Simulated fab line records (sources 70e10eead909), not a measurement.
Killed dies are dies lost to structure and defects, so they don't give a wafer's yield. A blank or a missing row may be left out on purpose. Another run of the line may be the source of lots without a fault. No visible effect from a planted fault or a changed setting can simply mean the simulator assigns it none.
Chamber matching ; flow nand-harc ; NHARC_A_CHANNEL_HOLE_D2_DEP_01 on pecvd-02: 3 sister chambers
The step deposits SiON, target thk 140 nm. 3 wafers are shown with their chamber, then 9 later ones without.

## WAFERS PAIRED WITH THEIR CHAMBERS
wafer;chamber;heater-power-w (W)
L082.5;0;751
L084.1;1;636
L084.4;2;598

## WAFERS WITHOUT THEIR CHAMBER
wafer;heater-power-w (W)
L089.3;686
L089.5;717
L089.6;744
L093.3;620
L093.5;774
L093.6;685
L094.1;678
L094.3;709
L094.4;683

## WHICH CHAMBER EACH WENT THROUGH
wafer;from the rows above;in truth
L089.3;can't be placed: 1 or 0 or 2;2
L089.5;can't be placed: 0 or 1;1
L089.6;0;0
L093.3;can't be placed: 1 or 2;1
L093.5;0;0
L093.6;can't be placed: 1 or 0 or 2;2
L094.1;can't be placed: 1 or 0 or 2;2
L094.3;can't be placed: 0 or 1 or 2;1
L094.4;can't be placed: 1 or 0 or 2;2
Correct placement for 2 of the 9. Can't be placed from these rows: 7 (the true chamber is among the candidates in 7). Number placed wrongly: 0.
How it was worked out, from the rows above alone: a wafer's distance from a chamber is the root of the sum, over the readings, of the square of ((its reading less the chamber's mean) divided by the reading's scatter). If the next closest chamber is less than 2 further off than the closest, the wafer can't be placed; otherwise it belongs to the closest. The mean given for a chamber averages the wafers shown for that chamber. The scatter (one wafer shown for each chamber): square how far every hidden wafer sits from the nearest shown wafer, average those squares and take the square root.
